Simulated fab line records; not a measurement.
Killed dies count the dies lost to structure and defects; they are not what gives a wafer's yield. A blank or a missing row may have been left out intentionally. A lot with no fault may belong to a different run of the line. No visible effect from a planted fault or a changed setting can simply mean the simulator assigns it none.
Which tool is to blame? | flow n5-finfet | 27 wafers from 9 lots sampled at 6 of the route's 1938 steps

WHAT THE GAUGES READ, wafer by wafer
N5_BEOL_M4_RC_MEAS_101. Usual: DIBL_N 36.8 mV/V, standard deviation 1.9; DIBL_P 36.5 mV/V, standard deviation 2.1; IOFF_N 0.17 nA/um, standard deviation 0.038; IOFF_P 0.22 nA/um, standard deviation 0.039; ION_N 675 uA/um, standard deviation 12; ION_P 463 uA/um, standard deviation 7.4; SS_N 71.6 mV/dec, standard deviation 0.71; SS_P 73.4 mV/dec, standard deviation 0.72; VT_N 249 mV, standard deviation 3.3; VT_P -250 mV, standard deviation 3.3.
lot  | measured     | on        | DIBL_N (mV/V)  | DIBL_P (mV/V)  | IOFF_N (nA/um) | IOFF_P (nA/um) | ION_N (uA/um) | ION_P (uA/um) | SS_N (mV/dec)  | SS_P (mV/dec)  | VT_N (mV)   | VT_P (mV)      | flag
L213 | day 9 03:22  | prober-01 | 34.4 33.6 34.9 | 35.3 34.6 35.1 | 0.14 0.13 0.15 | 0.19 0.18 0.19 | 671 657 670   | 453 455 455   | 70.9 71.0 70.8 | 73.0 72.9 73.9 | 250 252 253 | -252 -251 -251 |
L214 | day 9 05:13  | prober-01 | 34.9 35.7 32.1 | 33.1 34.4 30.7 | 0.12 0.13 0.10 | 0.15 0.16 0.13 | 653 665 645   | 449 455 447   | 71.0 71.1 70.5 | 72.1 72.6 72.0 | 254 255 255 | -257 -255 -255 |
L218 | day 10 19:06 | prober-02 | 39.0 38.3 37.9 | 39.6 36.4 38.0 | 0.23 0.20 0.19 | 0.31 0.22 0.25 | 690 682 688   | 478 459 473   | 72.3 71.7 71.8 | 73.2 72.7 73.6 | 242 248 246 | -245 -250 -247 |
L224 | day 12 23:21 | prober-01 | 39.0 34.7 41.0 | 37.3 34.8 40.3 | 0.23 0.14 0.31 | 0.27 0.23 0.33 | 668 682 682   | 461 480 470   | 73.2 70.9 72.9 | 73.8 73.4 75.1 | 247 251 242 | -244 -248 -243 |
L225 | day 13 03:48 | prober-01 | 36.7 36.0 33.4 | 37.7 37.0 34.2 | 0.18 0.17 0.13 | 0.24 0.23 0.19 | 675 665 660   | 467 461 458   | 72.2 72.5 71.2 | 73.5 73.2 72.3 | 247 248 250 | -246 -248 -249 |
L226 | day 12 03:20 | prober-02 | 35.6 34.5 35.5 | 35.2 34.4 35.4 | 0.14 0.13 0.14 | 0.21 0.20 0.22 | 671 668 678   | 466 464 467   | 71.0 70.7 71.7 | 73.7 72.6 73.4 | 252 255 253 | -250 -246 -247 |
L227 | day 13 04:44 | prober-02 | 36.2 38.4 34.2 | 35.5 37.3 32.5 | 0.13 0.16 0.11 | 0.18 0.20 0.14 | 676 667 673   | 461 454 456   | 71.8 72.5 71.4 | 73.3 73.9 72.3 | 253 252 254 | -256 -251 -257 |
L229 | day 14 21:08 | prober-02 | 36.7 39.4 39.3 | 36.4 38.8 39.0 | 0.19 0.23 0.24 | 0.22 0.25 0.25 | 697 711 712   | 480 477 474   | 71.0 70.9 71.5 | 73.7 73.0 74.3 | 246 242 244 | -250 -249 -249 |
L230 | day 14 18:22 | prober-02 | 34.5 35.6 36.0 | 33.5 34.9 35.2 | 0.12 0.13 0.15 | 0.15 0.17 0.17 | 681 677 676   | 463 462 456   | 70.7 71.7 72.1 | 72.4 73.2 73.9 | 252 254 250 | -252 -253 -254 |

WHAT TOOL EACH LOT RAN ON (gives the tool, then ch and the chambers of the sampled wafers, and finally the start)
lot  | N5_BEOL_M0_SAQP_STRIP_75           | N5_BEOL_M0_HM_OPEN_105            | N5_BEOL_M0_ALD_136                  | N5_BEOL_M0_ANNEAL_133        | N5_BEOL_M0_CMP_120
L213 | rie-diel-06 ch 0,2,3, day 6 16:54  | rie-metal-02 ch 0,1, day 6 18:33  | ald-metal-01 ch 1,3, day 6 19:49    | pvd-sputter-03, day 6 20:36  | cmp-02 ch 1,3, day 6 21:22
L214 | rie-diel-02 ch 0,2,3, day 6 18:01  | rie-metal-01 ch 0,1, day 6 18:51  | ald-metal-01 ch 1,2, day 6 21:25    | pvd-sputter-02, day 6 22:14  | cmp-02 ch 0,2, day 6 23:04
L218 | rie-diel-02 ch 0,1,2, day 8 02:39  | rie-metal-01 ch 0,1, day 8 04:09  | ald-metal-04 ch 1,2,3, day 8 08:05  | pvd-sputter-01, day 8 08:52  | cmp-03 ch 0,2,3, day 8 09:31
L224 | rie-diel-02 ch 0,2,3, day 9 08:37  | rie-metal-02 ch 0,1, day 9 12:41  | ald-metal-01 ch 1,3, day 9 14:37    | pvd-sputter-02, day 9 15:35  | cmp-03 ch 0,1, day 9 16:14
L225 | rie-diel-02 ch 1,3, day 9 12:28    | rie-metal-01 ch 0,1, day 9 15:37  | ald-metal-01 ch 1,3, day 9 17:03    | pvd-sputter-03, day 9 17:59  | cmp-03 ch 0,2, day 9 18:53
L226 | rie-diel-02 ch 0,1,2, day 9 15:38  | rie-metal-01 ch 0,1, day 9 17:52  | ald-metal-03 ch 0,2,3, day 9 19:34  | pvd-sputter-02, day 9 20:29  | cmp-02 ch 0,2,3, day 9 21:10
L227 | rie-diel-02 ch 1,2,3, day 9 20:06  | rie-metal-01 ch 0,1, day 9 21:46  | ald-metal-01 ch 0,1,3, day 10 00:14 | pvd-sputter-02, day 10 00:56 | cmp-02 ch 0,1, day 10 01:37
L229 | rie-diel-02 ch 0,1,2, day 10 09:18 | rie-metal-01 ch 0,1, day 10 14:46 | ald-metal-04 ch 0,2,3, day 10 18:36 | pvd-sputter-01, day 10 19:29 | cmp-02 ch 1,2,3, day 10 20:08
L230 | rie-diel-02 ch 0,1,2, day 10 21:12 | rie-metal-01 ch 0,1, day 11 00:49 | ald-metal-04 ch 0,2,3, day 11 02:07 | pvd-sputter-01, day 11 02:44 | cmp-02 ch 0,1,2, day 11 03:32
- N5_BEOL_M0_SAQP_STRIP_75: strips in CF4.
- N5_BEOL_M0_HM_OPEN_105: chemistry Cl2/BCl3, target TiN, target depth 12 nm.
- N5_BEOL_M0_ALD_136: deposits TaN, pulse time 2 s, purge time 3 s, co reactant purge time 2 s.
- N5_BEOL_M0_ANNEAL_133: time 60 s.
- N5_BEOL_M0_CMP_120: polishes, stops on SiOC, t overpolish 6.9 s.

AS READ BY THE TOOLS THEMSELVES (means over the sampled wafers that have a number; for cases with no such wafer, the mark the record gives instead)
N5_BEOL_M0_SAQP_STRIP_75. Usual: bias-power-w 75.01 W, standard deviation 0.24; drypump-motor-current-A 6.1 A, standard deviation 0.49; oes-product-au 0.171 a.u., standard deviation 0.013; rf-vpp-V 270.7 V, standard deviation 1.4; showerhead-plenum-p-Torr 1.78 Torr, standard deviation 0.048; throttle-valve-pct 13.68 %, standard deviation 0.16.
lot  | tool        | bias-power-w (W) | drypump-motor-current-A (A) | oes-product-au (a.u.) | rf-vpp-V (V) | showerhead-plenum-p-Torr (Torr) | throttle-valve-pct (%) | flag
L213 | rie-diel-06 | 74.97            | 6.2                         | 0.179                 | 272.8        | 1.81                            | 13.63                  |
L214 | rie-diel-02 | 74.97            | 6.3                         | 0.178                 | 270.4        | 1.76                            | 13.70                  |
L218 | rie-diel-02 | 75.07            | 6.0                         | 0.166                 | 272.0        | 1.80                            | 13.69                  |
L224 | rie-diel-02 | 74.73            | 6.3                         | 0.170                 | 271.3        | 1.75                            | 13.74                  |
L225 | rie-diel-02 | 74.90            | 6.0                         | 0.169                 | 271.7        | 1.81                            | 13.66                  |
L226 | rie-diel-02 | 75.11            | 6.0                         | 0.164                 | 270.9        | 1.79                            | 13.72                  |
L227 | rie-diel-02 | 75.06            | 6.0                         | 0.168                 | 271.7        | 1.78                            | 13.70                  |
L229 | rie-diel-02 | 74.90            | 6.0                         | 0.164                 | 271.9        | 1.79                            | 13.72                  |
L230 | rie-diel-02 | 75.05            | 6.0                         | 0.162                 | 271.9        | 1.79                            | 13.74                  |

N5_BEOL_M0_HM_OPEN_105. Usual: drypump-motor-current-A 5.9 A, standard deviation 0.62; he-backside-leak-sccm 3.51 sccm, standard deviation 0.25; oes-product-au 0.80 a.u., standard deviation 0.12; throttle-valve-pct 22.0 %, standard deviation 0.43.
lot  | tool         | drypump-motor-current-A (A) | he-backside-leak-sccm (sccm) | oes-product-au (a.u.) | throttle-valve-pct (%) | flag
L213 | rie-metal-02 | 5.8                         | 3.65                         | 0.90                  | 21.8                   |
L214 | rie-metal-01 | 5.7                         | 3.57                         | 0.75                  | 22.3                   |
L218 | rie-metal-01 | 5.5                         | 3.64                         | 0.80                  | 22.2                   |
L224 | rie-metal-02 | 6.2                         | 3.60                         | 0.78                  | 22.1                   |
L225 | rie-metal-01 | 5.7                         | 3.51                         | 0.74                  | 22.4                   |
L226 | rie-metal-01 | 5.7                         | 3.59                         | 0.73                  | 22.4                   |
L227 | rie-metal-01 | 5.5                         | 3.51                         | 0.79                  | 22.2                   |
L229 | rie-metal-01 | 5.6                         | 3.57                         | 0.79                  | 22.2                   |
L230 | rie-metal-01 | 5.6                         | 3.59                         | 0.79                  | 22.2                   |

N5_BEOL_M0_ALD_136. Usual: heater-power-w at 397 W, with a standard deviation of 34.
lot  | tool         | heater-power-w (W) | flag
L213 | ald-metal-01 | 380                |
L214 | ald-metal-01 | 389                |
L218 | ald-metal-04 | 394                |
L224 | ald-metal-01 | 382                |
L225 | ald-metal-01 | 379                |
L226 | ald-metal-03 | 413                |
L227 | ald-metal-01 | 409                |
L229 | ald-metal-04 | 392                |
L230 | ald-metal-04 | 391                |

N5_BEOL_M0_ANNEAL_133. Usual: heater-power-w 852 W, standard deviation 64; susceptor_temp_C_max 401.1, standard deviation 0.37.
lot  | tool           | heater-power-w (W) | susceptor_temp_C_max | flag
L213 | pvd-sputter-03 | 846                | 401.1                |
L214 | pvd-sputter-02 | 885                | 401.2                |
L218 | pvd-sputter-01 | 865                | 401.1                |
L224 | pvd-sputter-02 | 866                | 401.0                |
L225 | pvd-sputter-03 | 828                | 400.8                |
L226 | pvd-sputter-02 | 894                | 401.0                |
L227 | pvd-sputter-02 | 891                | 401.4                |
L229 | pvd-sputter-01 | 870                | 401.0                |
L230 | pvd-sputter-01 | 832                | 401.3                |

N5_BEOL_M0_CMP_120. Usual: barrier-field-endpoint-s 3.66 s, standard deviation 0.13; motor-current-A 5.8 A, standard deviation 0.56.
lot  | tool   | barrier-field-endpoint-s (s) | motor-current-A (A) | flag
L213 | cmp-02 | 3.70                         | 5.7                 |
L214 | cmp-02 | 3.77                         | 5.4                 |
L218 | cmp-03 | 3.73                         | 5.6                 |
L224 | cmp-03 | 3.12                         | 5.9                 | OFF
L225 | cmp-03 | 3.09                         | 5.9                 | OFF
L226 | cmp-02 | 3.59                         | 5.5                 |
L227 | cmp-02 | 2.88                         | 5.4                 | OFF
L229 | cmp-02 | 3.63                         | 5.4                 |
L230 | cmp-02 | 3.61                         | 5.3                 |

THE ANSWER, worked out from the rows above alone
Rule: a lot counts as off when the mean over its wafers that have a number is more than 3 standard deviations away from the usual mean. Also off: a lot with no number at a reading for which 4 or more lots have one. Any other lot the step has rows for is counted as sound. Order of review: gauges by route order, followed by the tools' own readings, for which a lot's mean as printed above is used. The first step at which some lot is off is used, and at that step the reading that is off furthest; a lot without a number counts as furthest.
Off at N5_BEOL_M0_CMP_120 (barrier-field-endpoint-s): L224, L225, L227.
A tool fits if, at that step or a process step before it, it ran every lot that is off, and no sound lot after the first of them. One fits: N5_BEOL_M0_ALD_136 on ald-metal-01. Its last sound lot is L214 (day 6 21:25), its first lot that is off L224 (day 9 14:37): a fault that began between those two fits.

WHAT WAS PUT IN BY THE SIMULATOR
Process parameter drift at N5_BEOL_M0_ALD_136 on ald-metal-01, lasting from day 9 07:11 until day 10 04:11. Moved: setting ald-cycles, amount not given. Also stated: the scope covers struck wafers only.
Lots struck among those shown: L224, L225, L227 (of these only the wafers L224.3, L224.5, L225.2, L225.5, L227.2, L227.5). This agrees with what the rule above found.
